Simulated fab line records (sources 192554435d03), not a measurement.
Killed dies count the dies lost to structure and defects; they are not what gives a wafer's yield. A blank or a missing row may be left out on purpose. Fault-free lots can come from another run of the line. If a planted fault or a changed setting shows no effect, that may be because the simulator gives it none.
Chamber matching + flow n5 finfet + N5_BEOL_M3_CMP_52 on cmp-04: 4 sister chambers
The step polishes, stops on SiOC, t overpolish 6.8 s, target thk 40 nm. 22 wafers are shown with their chamber, then 11 later ones without.

## WAFERS PAIRED WITH THEIR CHAMBERS
| wafer  | chamber | motor current A (A) | time to endpoint s (s) | barrier field endpoint s (s) |
|--------|---------|---------------------|------------------------|------------------------------|
| L074.2 | 3       | 6.2                 | 60                     | 24.2                         |
| L074.5 | 3       | 6.3                 | 61                     | 25.3                         |
| L074.6 | 2       | 5.9                 | 59                     | 24.1                         |
| L080.4 | 1       | 5.5                 | 67                     | 25.4                         |
| L080.5 | 0       | 6.4                 | 59                     | 24.5                         |
| L080.6 | 1       | 5.6                 | 66                     | 25.4                         |
| L082.1 | 0       | 6.6                 | 57                     | 24.1                         |
| L082.4 | 2       | 6.0                 | 63                     | 25.3                         |
| L082.5 | 2       | 5.9                 | 59                     | 24.6                         |
| L084.2 | 2       | 5.6                 | 59                     | 23.7                         |
| L084.3 | 0       | 6.5                 | 57                     | 24.3                         |
| L084.4 | 3       | 5.9                 | 61                     | 25.1                         |
| L086.2 | 0       | 6.5                 | 58                     | 24.3                         |
| L086.3 | 1       | 5.6                 | 65                     | 26.4                         |
| L086.6 | 1       | 5.5                 | 65                     | 26.1                         |
| L087.1 | 0       | 6.5                 | 61                     | 24.0                         |
| L087.3 | 1       | 5.1                 | 63                     | 25.1                         |
| L087.4 | 2       | 5.7                 | 58                     | 24.3                         |
| L089.1 | 3       | 6.3                 | 61                     | 24.6                         |
| L089.2 | 0       | 6.8                 | 57                     | 24.6                         |
| L089.3 | 2       | 5.8                 | 58                     | 24.6                         |
| L091.2 | 3       | 6.1                 | 63                     | 24.6                         |

SIGNATURES (averages over the wafers above)
| reading                  | chamber 0 | chamber 1 | chamber 2 | chamber 3 | scatter within a chamber |
|--------------------------|-----------|-----------|-----------|-----------|--------------------------|
| motor current A          | 6.550     | 5.460     | 5.817     | 6.160     | 0.165                    |
| time to endpoint s       | 58.17     | 65.20     | 59.33     | 61.20     | 1.56                     |
| barrier field endpoint s | 24.300    | 25.680    | 24.433    | 24.760    | 0.453                    |
Rule: a wafer lies at a distance from a chamber equal to the root of the sum of squares, over the readings, of (its reading less the chamber's mean, divided by the reading's scatter). If the next closest chamber is less than 2 further off than the closest, the wafer can't be placed; otherwise it belongs to the closest. The scatter is the square root of a quotient: the sum, over the shown wafers, of each reading's squared deviation from its chamber's mean, divided by wafers minus chambers.

## WAFERS WITHOUT THEIR CHAMBER
| wafer  | motor current A (A) | time to endpoint s (s) | barrier field endpoint s (s) |
|--------|---------------------|------------------------|------------------------------|
| L091.4 | 6.4                 | 59                     | 24.1                         |
| L091.6 | 5.7                 | 65                     | 25.1                         |
| L095.2 | 6.0                 | 57                     | 23.6                         |
| L095.4 | 5.6                 | 65                     | 24.9                         |
| L095.5 | 6.5                 | 57                     | 23.9                         |
| L096.1 | 6.1                 | 58                     | 24.3                         |
| L096.4 | 5.3                 | 66                     | 24.7                         |
| L096.5 | 6.7                 | 59                     | 24.0                         |
| L097.3 | 5.4                 | 66                     | 25.6                         |
| L097.4 | 6.9                 | 60                     | 24.6                         |
| L097.5 | 5.7                 | 63                     | 25.7                         |

## CHAMBER TAKEN BY EACH
| wafer  | from the rows above          | in truth |
|--------|------------------------------|----------|
| L091.4 | can't be placed: 0 or 3      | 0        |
| L091.6 | can't be placed: 1 or 3      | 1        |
| L095.2 | can't be placed: 2 or 0 or 3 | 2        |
| L095.4 | 1                            | 1        |
| L095.5 | 0                            | 0        |
| L096.1 | can't be placed: 2 or 3 or 0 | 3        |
| L096.4 | 1                            | 1        |
| L096.5 | 0                            | 0        |
| L097.3 | 1                            | 1        |
| L097.4 | 0                            | 0        |
| L097.5 | can't be placed: 1 or 3 or 2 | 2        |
Correctly placed: 6 of 11. These rows do not allow placing 5 (true chamber among the candidates in 5). Number placed wrongly: 0.
